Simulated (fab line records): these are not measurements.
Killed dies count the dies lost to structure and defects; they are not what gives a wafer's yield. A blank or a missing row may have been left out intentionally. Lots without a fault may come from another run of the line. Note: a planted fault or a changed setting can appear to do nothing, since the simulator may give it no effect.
Which tool was responsible? -- flow n5-finfet -- Sampling: 9 lots, 27 wafers, 5 of 1938 route steps

== WHAT THE GAUGES READ, wafer by wafer ==
N5_GATE_CUT_OVL_MEAS_14.
lot,measured,on,GATE_CUT_OVL (nm)
L111,day 4 10:48,overlay-02,0.3 -0.5 -0.4
L113,day 5 02:52,overlay-02,-0.8 -1.2 1.1
L119,day 6 14:58,overlay-01,-1.3 -0.9 -0.9
L120,day 6 21:13,overlay-01,-1.5 -1.0 -2.3
L121,day 7 04:13,overlay-01,-0.3 0.1 -0.9
L125,day 8 02:35,overlay-01,0.5 0.9 -1.0
L130,day 9 10:02,overlay-02,-0.9 -1.3 0.4
L131,day 9 12:08,overlay-01,-0.7 -0.1 -0.8
L132,day 9 18:46,overlay-02,-0.2 -0.9 -0.3

N5_GATE_CUT_INSPECT_15: inspects for defects (brightfield).
lot,measured,on,raw-defect-count
L111,day 4 10:51,defect-inspect-01,107 166 150
L113,day 5 02:56,defect-inspect-02,121 185 124
L119,day 6 15:01,defect-inspect-02,101 106 86
L120,day 6 21:16,defect-inspect-02,181 71 119
L121,day 7 04:16,defect-inspect-01,125 191 136
L125,day 8 02:38,defect-inspect-02,114 114 94
L130,day 9 10:06,defect-inspect-02,126 246 157
L131,day 9 12:18,defect-inspect-02,50 71 81
L132,day 9 18:49,defect-inspect-02,108 70 93

N5_BEOL_M4_RC_MEAS_101.
lot,measured,on,DIBL_N (mV/V),DIBL_P (mV/V),IOFF_N (nA/um),IOFF_P (nA/um),ION_N (uA/um),ION_P (uA/um),SS_N (mV/dec),SS_P (mV/dec),VT_N (mV),VT_P (mV)
L111,day 8 22:11,prober-01,36.4 35.7 37.5,35.6 34.2 36.3,0.15 0.14 0.17,0.21 0.19 0.22,671 664 675,461 460 457,70.7 70.1 71.0,73.6 73.3 73.7,249 251 250,-249 -251 -250
L113,day 9 06:52,prober-01,34.8 36.2 36.5,34.5 35.2 35.6,0.13 0.15 0.15,0.17 0.17 0.17,647 663 655,445 453 441,71.1 70.9 71.8,72.7 72.5 73.5,252 254 251,-253 -253 -254
L119,day 11 08:01,prober-02,34.0 34.2 32.9,33.2 32.6 32.8,0.12 0.12 0.11,0.19 0.17 0.17,650 660 665,452 453 458,71.2 71.1 71.4,72.7 72.7 72.7,255 257 254,-251 -255 -254
L120,day 12 13:13,prober-02,33.7 35.4 32.5,33.8 35.8 33.3,0.13 0.15 0.12,0.17 0.20 0.17,657 668 651,458 461 450,71.4 71.9 71.5,72.4 73.1 72.8,254 248 256,-252 -252 -252
L121,day 13 00:28,prober-01,33.1 33.8 32.3,33.0 33.7 31.0,0.11 0.12 0.10,0.17 0.17 0.14,663 661 658,455 454 449,70.5 71.3 70.5,72.5 73.3 73.1,251 250 255,-254 -253 -256
L125,day 13 09:55,prober-02,38.4 37.1 35.3,38.4 36.7 34.2,0.19 0.15 0.12,0.22 0.20 0.16,677 670 670,462 460 461,70.7 71.2 70.6,74.3 72.8 72.8,246 252 252,-246 -250 -255
L130,day 14 19:54,prober-01,37.3 36.7 38.7,36.5 35.3 39.4,0.17 0.15 0.21,0.20 0.18 0.25,679 665 686,457 451 462,71.4 72.2 72.4,73.6 72.7 73.9,247 250 243,-251 -253 -251
L131,day 14 10:26,prober-02,35.0 35.7 36.2,34.7 34.8 35.4,0.14 0.15 0.14,0.19 0.18 0.19,672 666 658,460 452 449,71.3 72.6 71.9,73.9 74.2 73.3,254 251 256,-254 -253 -252
L132,day 14 13:58,prober-02,38.4 35.8 36.5,38.5 34.8 36.0,0.20 0.15 0.17,0.25 0.20 0.22,679 679 675,460 463 465,72.8 71.7 72.1,73.9 73.3 74.1,247 251 250,-249 -251 -252

== TOOL THAT RAN EACH LOT (tool first, then ch and the chambers of the sampled wafers, then the start) ==
lot,N5_GATE_CUT_ETCH_36,N5_GATE_CUT_STRIP_41
L111,"rie-diel-02 ch 1,2,3, day 4 10:56","rie-diel-02 ch 1,2,3, day 4 11:07"
L113,"rie-diel-05 ch 0,2,3, day 5 03:01","rie-diel-05 ch 0,2,3, day 5 03:11"
L119,"rie-diel-05 ch 0,2,3, day 6 15:06","rie-diel-05 ch 0,2,3, day 6 15:16"
L120,"rie-diel-05 ch 0,2, day 6 21:22","rie-diel-05 ch 0,2, day 6 21:32"
L121,"rie-diel-05 ch 2,3, day 7 04:22","rie-diel-05 ch 2,3, day 7 04:32"
L125,"rie-diel-02 ch 0,1,3, day 8 02:54","rie-diel-02 ch 0,1,3, day 8 03:04"
L130,"rie-diel-05 ch 1,3, day 9 10:29","rie-diel-05 ch 1,3, day 9 10:40"
L131,"rie-diel-05 ch 2,3, day 9 12:23","rie-diel-05 ch 2,3, day 9 12:34"
L132,"rie-diel-05 ch 0,1,3, day 9 18:55","rie-diel-05 ch 0,1,3, day 9 19:05"
- N5_GATE_CUT_ETCH_36: etches SiARC in CF4, target depth 13 nm, time 21.7 s.
- N5_GATE_CUT_STRIP_41: strips in CF4.

== AS READ BY THE TOOLS THEMSELVES (means over the sampled wafers that have a number; for cases with no such wafer, the mark the record gives instead) ==
N5_GATE_CUT_ETCH_36.
lot,tool,drypump-motor-current-A (A),etch-rf-on-time-s (s),oes-product-au (a.u.),rf-vpp-V (V),showerhead-plenum-p-Torr (Torr),throttle-valve-pct (%)
L111,rie-diel-02,6.0,22.1,0.65,183.8,2.12,15.59
L113,rie-diel-05,5.4,21.8,0.60,182.9,2.12,15.72
L119,rie-diel-05,5.4,24.3,0.56,183.3,2.12,15.75
L120,rie-diel-05,5.6,26.6,0.54,182.6,2.08,15.83
L121,rie-diel-05,5.4,24.3,0.55,183.4,2.09,15.71
L125,rie-diel-02,5.8,21.9,0.62,182.8,2.11,15.66
L130,rie-diel-05,5.1,21.8,0.64,184.9,2.22,15.56
L131,rie-diel-05,5.1,21.8,0.58,184.1,2.14,15.70
L132,rie-diel-05,5.3,21.5,0.72,185.0,2.19,15.47

N5_GATE_CUT_STRIP_41.
lot,tool,drypump-motor-current-A (A),oes-product-au (a.u.),rf-vpp-V (V),showerhead-plenum-p-Torr (Torr),throttle-valve-pct (%)
L111,rie-diel-02,6.0,0.179,269.8,1.78,13.58
L113,rie-diel-05,5.3,0.162,269.8,1.77,13.74
L119,rie-diel-05,5.4,0.163,270.2,1.77,13.76
L120,rie-diel-05,5.5,0.161,269.6,1.75,13.86
L121,rie-diel-05,5.4,0.159,270.3,1.75,13.72
L125,rie-diel-02,5.8,0.169,270.7,1.78,13.67
L130,rie-diel-05,5.1,0.168,273.8,1.85,13.53
L131,rie-diel-05,5.2,0.157,271.1,1.79,13.70
L132,rie-diel-05,5.3,0.195,272.2,1.82,13.44

== THE ANSWER, worked out from the rows above alone ==
Rule: usual is defined by the lots themselves. Put in order of their means at a reading, lots are off if they are a third of the lots or fewer, leave a main group of 4 or more, and stand apart from it by a gap of 3 or more times the standard deviation of the main group's means; of several such gaps the widest counts. A main group whose means are all the same, to the digits that the tables above print for the reading, isn't used. A lot without any number at a reading at which 4 lots or more have one is off too. Where the step has rows for the other lots, those lots are counted as sound. The gauges are gone through in route order, then the tools' own readings, and for those a lot's mean is taken as printed above. At the first step where some lot is off, the reading lying furthest off is the one used; lots without a number count as furthest.
Off at N5_GATE_CUT_ETCH_36 (etch-rf-on-time-s): L119, L120, L121. The main group: mean 21.8 s, standard deviation 0.18.
If a tool, at that step or one of the process steps before it, ran each lot that is off and ran no sound lot following the first of them, it fits. None of those tried fits.

== WHAT THE SIMULATOR HAD PUT IN ==
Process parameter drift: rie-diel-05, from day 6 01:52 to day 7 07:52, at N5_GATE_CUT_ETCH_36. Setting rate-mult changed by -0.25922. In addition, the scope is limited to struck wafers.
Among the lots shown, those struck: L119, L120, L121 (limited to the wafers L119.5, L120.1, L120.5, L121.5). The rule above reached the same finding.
